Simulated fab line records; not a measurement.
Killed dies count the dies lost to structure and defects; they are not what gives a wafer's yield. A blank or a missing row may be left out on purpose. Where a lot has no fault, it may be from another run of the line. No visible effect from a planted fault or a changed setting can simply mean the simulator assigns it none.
Matching of chambers ; flow nandHarc ; 4 sister chambers for NHARC_A_STAIRCASE_TRIM_20 on rieDiel-12
The step chemistry O2, time 211.2 s. 4 wafers are shown with their chamber, then 8 later ones without.

## WAFERS WITH THEIR CHAMBER
wafer;chamber;showerheadPlenumPTorr (Torr)
L085.2;0;3.61
L083.4;1;3.40
L083.5;3;3.59
L090.4;2;3.69

## WAFERS MISSING THEIR CHAMBER
wafer;showerheadPlenumPTorr (Torr)
L090.5;3.39
L090.6;3.60
L091.2;3.60
L091.4;3.58
L091.5;3.39
L096.1;3.39
L096.4;3.59
L096.6;3.59

## EACH ONE'S CHAMBER
wafer;from the rows above;in truth
L090.5;1;1
L090.6;can't be placed: 0 or 3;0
L091.2;can't be placed: 0 or 3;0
L091.4;3;3
L091.5;1;1
L096.1;1;1
L096.4;3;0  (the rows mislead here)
L096.6;3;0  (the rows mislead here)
4 of 8 placed correctly. Unplaceable from these rows: 2, with the true chamber sitting among the candidates in 2. 2 placed wrongly.
How it was worked out, from the rows above alone: a wafer's distance from a chamber is the root of the sum, over the readings, of the square of ((its reading less the chamber's mean) divided by the reading's scatter). If the next closest chamber is less than 2 further off than the closest, the wafer can't be placed; otherwise it belongs to the closest. A chamber's mean is the mean of its shown wafers. The scatter (one wafer shown for each chamber): square how far every hidden wafer sits from the nearest shown wafer, average those squares and take the square root.
